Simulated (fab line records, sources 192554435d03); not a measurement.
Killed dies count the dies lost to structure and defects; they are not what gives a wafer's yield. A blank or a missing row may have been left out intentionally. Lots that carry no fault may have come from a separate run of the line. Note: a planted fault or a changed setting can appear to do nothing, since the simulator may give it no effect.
Which tool did it?	flow n5_finfet	9 lots, 25 wafers sampled, at 7 steps of a route of 1938

## WHAT THE GAUGES SHOWED, per wafer
N5_SD_EPI_P_EPI_MEAS_23.
lot	measured	on	thk_nm (nm)
L603	day 5 03:49	film_metro-02	63.2 62.3 61.0
L607	day 6 03:35	film_metro-02	60.1 71.0 63.6
L608	day 6 10:14	film_metro-01	67.9 62.6
L609	day 6 15:40	film_metro-01	61.8 66.4
L614	day 7 20:59	film_metro-01	59.8 62.7 60.4
L615	day 8 03:57	film_metro-02	59.7 59.5 60.5
L616	day 8 15:23	film_metro-02	58.7 61.9 60.5
L617	day 8 21:29	film_metro-02	59.8 61.1 59.1
L618	day 9 09:40	film_metro-01	61.2 62.9 63.1

N5_SD_ACTIVATION_RS_MEAS_03: the measuring method here is four-point-probe.
lot	measured	on	RS_SD_N (ohm/sq)	RS_SD_P (ohm/sq)
L603	day 5 04:28	film_metro-02	21.1 21.5 21.3	56.3 55.7 55.8
L607	day 6 04:23	film_metro-02	21.4 21.7 21.5	56.0 50.9 55.4
L608	day 6 10:52	film_metro-02	21.2 21.1	51.0 56.9
L609	day 6 16:16	film_metro-01	21.9 21.7	55.8 50.4
L614	day 7 21:35	film_metro-02	22.3 22.2 22.1	56.2 55.9 56.6
L615	day 8 04:35	film_metro-02	21.5 22.0 21.8	55.0 55.8 55.7
L616	day 8 16:04	film_metro-02	22.1 21.8 21.9	55.5 55.1 55.4
L617	day 8 22:10	film_metro-01	21.7 21.4 21.7	56.3 55.7 57.0
L618	day 9 10:17	film_metro-02	22.5 22.1 22.5	55.4 55.5 55.1

N5_BEOL_M4_RC_MEAS_101.
lot	measured	on	DIBL_N (mV/V)	DIBL_P (mV/V)	IOFF_N (nA/um)	IOFF_P (nA/um)	ION_N (uA/um)	ION_P (uA/um)	RS_SD_P (ohm/sq)	SS_N (mV/dec)	SS_P (mV/dec)	VT_N (mV)	VT_P (mV)
L603	day 10 17:10	prober-01	36.8 36.2 35.3	37.2 36.7 35.4	0.144 0.149 0.128	0.192 0.185 0.163	676 678 675	460 460 452	66.2 65.1 66.1	71.5 71.3 71.1	73.0 73.2 72.7	251.5 251.0 253.6	-252 -256 -255
L607	day 11 14:51	prober-01	34.9 34.1 34.5	36.0 34.6 35.8	0.157 0.154 0.158	0.243 0.229 0.238	675 678 681	467 472 472	65.2 59.9 64.9	71.3 71.1 71.1	73.4 72.9 73.4	252.5 248.4 249.7	-242 -244 -247
L608	day 13 02:20	prober-02	36.8 35.9	36.1 35.5	0.175 0.152	0.245 0.214	687 671	474 464	59.8 67.0	71.4 71.7	73.6 73.0	248.2 248.8	-245 -248
L609	day 13 17:03	prober-01	35.5 36.7	37.1 38.2	0.165 0.189	0.201 0.224	674 670	460 460	65.1 59.2	71.6 72.2	74.1 74.1	248.2 247.0	-253 -249
L614	day 14 20:09	prober-02	35.9 35.2 36.6	35.4 35.2 36.0	0.156 0.148 0.169	0.219 0.225 0.230	675 681 681	464 472 466	66.3 65.6 66.2	70.9 70.5 70.9	73.2 73.5 73.4	246.8 249.7 246.5	-250 -248 -248
L615	day 14 18:17	prober-01	36.4 37.5 37.3	36.8 38.0 37.8	0.165 0.173 0.172	0.212 0.237 0.228	667 670 668	458 463 461	65.3 65.2 65.9	71.5 71.5 71.3	73.0 73.5 73.2	246.2 247.3 247.1	-250 -248 -251
L616	day 14 22:31	prober-01	39.3 37.9 37.2	37.6 37.0 36.2	0.193 0.165 0.149	0.207 0.200 0.180	689 679 672	461 466 456	65.7 64.3 64.8	71.7 71.7 71.6	74.3 73.7 73.5	245.8 249.2 252.1	-252 -253 -255
L617	day 15 15:37	prober-01	37.1 37.7 36.9	39.1 38.4 38.3	0.171 0.176 0.168	0.247 0.233 0.222	674 675 678	463 465 466	66.7 65.6 67.1	72.1 72.4 71.7	73.3 73.7 73.8	249.8 250.0 252.3	-248 -248 -251
L618	day 15 22:28	prober-01	38.3 37.2 37.2	39.0 36.4 36.5	0.231 0.193 0.188	0.281 0.235 0.234	704 689 690	477 468 468	64.7 64.2 64.8	71.8 71.3 71.6	74.7 74.4 73.3	242.5 245.3 245.2	-245 -249 -250

## TOOL THAT RAN EACH LOT (tool first, then ch and the chambers of the sampled wafers, then the start)
lot	N5_DUMMY_GATE_ETCH_44	N5_SD_EPI_N_DESCUM_14	N5_SD_EPI_P_EPI_21	N5_ILD0_LINER_00
L603	rie_si-03 ch 1,2, day 4 16:58	rie_diel-01 ch 0,1,2, day 4 19:03	epi_rpcvd-01 ch 0, day 5 01:58	ald_sin-04 ch 0,1,2, day 5 05:26
L607	rie_si-06 ch 0,1,3, day 5 16:21	rie_diel-04 ch 0,1,2, day 5 18:00	epi_rpcvd-01 ch 0, day 6 01:08	ald_sin-01 ch 0,2,3, day 6 04:55
L608	rie_si-06 ch 0,3, day 5 23:23	rie_diel-05 ch 0,3, day 6 00:59	epi_rpcvd-01 ch 0, day 6 08:16	ald_sin-04 ch 0,1, day 6 11:11
L609	rie_si-03 ch 2,3, day 6 05:11	rie_diel-04 ch 0,2, day 6 06:47	epi_rpcvd-01 ch 0, day 6 12:45	ald_sin-01 ch 1,3, day 6 16:47
L614	rie_si-01 ch 0,3, day 7 10:39	rie_diel-05 ch 0,1, day 7 12:11	epi_rpcvd-02 ch 0, day 7 18:47	ald_sin-04 ch 0,1,2, day 7 21:58
L615	rie_si-01 ch 2,3, day 7 18:27	rie_diel-04 ch 1,2,3, day 7 19:49	epi_rpcvd-04 ch 0, day 8 02:28	ald_sin-01 ch 2,3, day 8 04:55
L616	rie_si-01 ch 0,1,2, day 8 04:26	rie_diel-05 ch 0,2,3, day 8 05:56	epi_rpcvd-02 ch 0, day 8 13:11	ald_sin-01 ch 1,2,3, day 8 16:26
L617	rie_si-03 ch 0,2,3, day 8 08:26	rie_diel-05 ch 0,2,3, day 8 11:17	epi_rpcvd-01 ch 0, day 8 20:22	ald_sin-03 ch 1,2,3, day 8 22:43
L618	rie_si-03 ch 0,2,3, day 8 14:55	rie_diel-01 ch 0,1,2, day 8 16:36	epi_rpcvd-01 ch 0, day 9 07:49	ald_sin-03 ch 0,1, day 9 10:37
- N5_DUMMY_GATE_ETCH_44: etches poly-Si in HBr/O2, stops on SiO2, target depth 127.5 nm.
- N5_SD_EPI_N_DESCUM_14: chemistry O2, time 7.9 s.
- N5_SD_EPI_P_EPI_21: deposits SiGe:B, time 355 s.
- N5_ILD0_LINER_00: material SiNx, target thk 4 nm, pulse time 1 s, purge time 2 s.

## AS READ BY THE TOOLS THEMSELVES (means over the sampled wafers that have a number; for cases with no such wafer, the mark the record gives instead)
N5_DUMMY_GATE_ETCH_44.
lot	tool	chamber_pressure_mTorr (mTorr)	drypump_motor_current_A (A)	oes_product_au (a.u.)	throttle_valve_pct (%)
L603	rie_si-03	19.990	6.1	0.714	18.41
L607	rie_si-06	19.994	5.8	0.733	18.58
L608	rie_si-06	19.983	5.9	0.716	18.59
L609	rie_si-03	20.006	5.6	0.713	18.37
L614	rie_si-01	20.004	6.0	0.731	18.52
L615	rie_si-01	19.991	6.3	0.719	18.29
L616	rie_si-01	20.003	6.2	0.725	18.40
L617	rie_si-03	20.017	5.4	0.712	18.40
L618	rie_si-03	20.009	5.4	0.715	18.40

N5_SD_EPI_N_DESCUM_14.
lot	tool	chamber_pressure_mTorr (mTorr)	drypump_motor_current_A (A)	oes_product_au (a.u.)	rf_vpp_V (V)	showerhead_plenum_p_Torr (Torr)	throttle_valve_pct (%)
L603	rie_diel-01	19.911	5.7	0.80	243.4	2.11	20.43
L607	rie_diel-04	20.005	6.0	0.70	242.5	2.10	20.58
L608	rie_diel-05	20.014	5.8	0.83	244.3	2.12	20.54
L609	rie_diel-04	19.993	5.9	0.71	243.7	2.12	20.59
L614	rie_diel-05	20.001	6.0	0.82	243.6	2.17	20.44
L615	rie_diel-04	19.994	5.7	0.78	243.6	2.09	20.50
L616	rie_diel-05	19.984	5.9	0.79	244.1	2.14	20.61
L617	rie_diel-05	19.986	5.9	0.79	244.8	2.14	20.63
L618	rie_diel-01	20.005	5.7	0.76	243.0	2.10	20.46

N5_ILD0_LINER_00.
lot	tool	heater_power_w (W)	precursor_pulse_height_rel
L603	ald_sin-04	862	1.000
L607	ald_sin-01	794	1.010
L608	ald_sin-04	796	1.008
L609	ald_sin-01	890	0.985
L614	ald_sin-04	884	0.996
L615	ald_sin-01	774	0.978
L616	ald_sin-01	839	0.993
L617	ald_sin-03	805	1.001
L618	ald_sin-03	763	0.999

## THE ANSWER, worked out from the rows above alone
Rule: what is usual is taken from the lots themselves. The widest of any qualifying gaps counts: lots, ordered by their means at a reading, are off when they make up no more than a third of the lots, leave a main group of 4 or more, and stand apart from it by 3 or more times the standard deviation of that group's means. Not used: any main group whose means are identical at the precision the tables above print for the reading. Also off: a lot with no number at a reading for which 4 or more lots have one. All remaining lots with rows at the step are treated as sound. First the gauges in route order, then the tools' own readings, where a lot's mean is used as printed above. The first step at which some lot is off is used, and at that step the reading that is off furthest; a lot without a number counts as furthest.
Off: L607, L608, L609, at N5_SD_ACTIVATION_RS_MEAS_03 (RS_SD_P). The main group: mean 55.8 ohm/sq, standard deviation 0.41.
A tool fits if, at a process step before that reading, it ran every lot that is off, and no sound lot after the first of them. Gauges at N5_SD_ACTIVATION_RS_MEAS_03: tried the same way as those tools. Not one of the candidates tried fits.

## WHAT THE SIMULATOR HAD PUT IN
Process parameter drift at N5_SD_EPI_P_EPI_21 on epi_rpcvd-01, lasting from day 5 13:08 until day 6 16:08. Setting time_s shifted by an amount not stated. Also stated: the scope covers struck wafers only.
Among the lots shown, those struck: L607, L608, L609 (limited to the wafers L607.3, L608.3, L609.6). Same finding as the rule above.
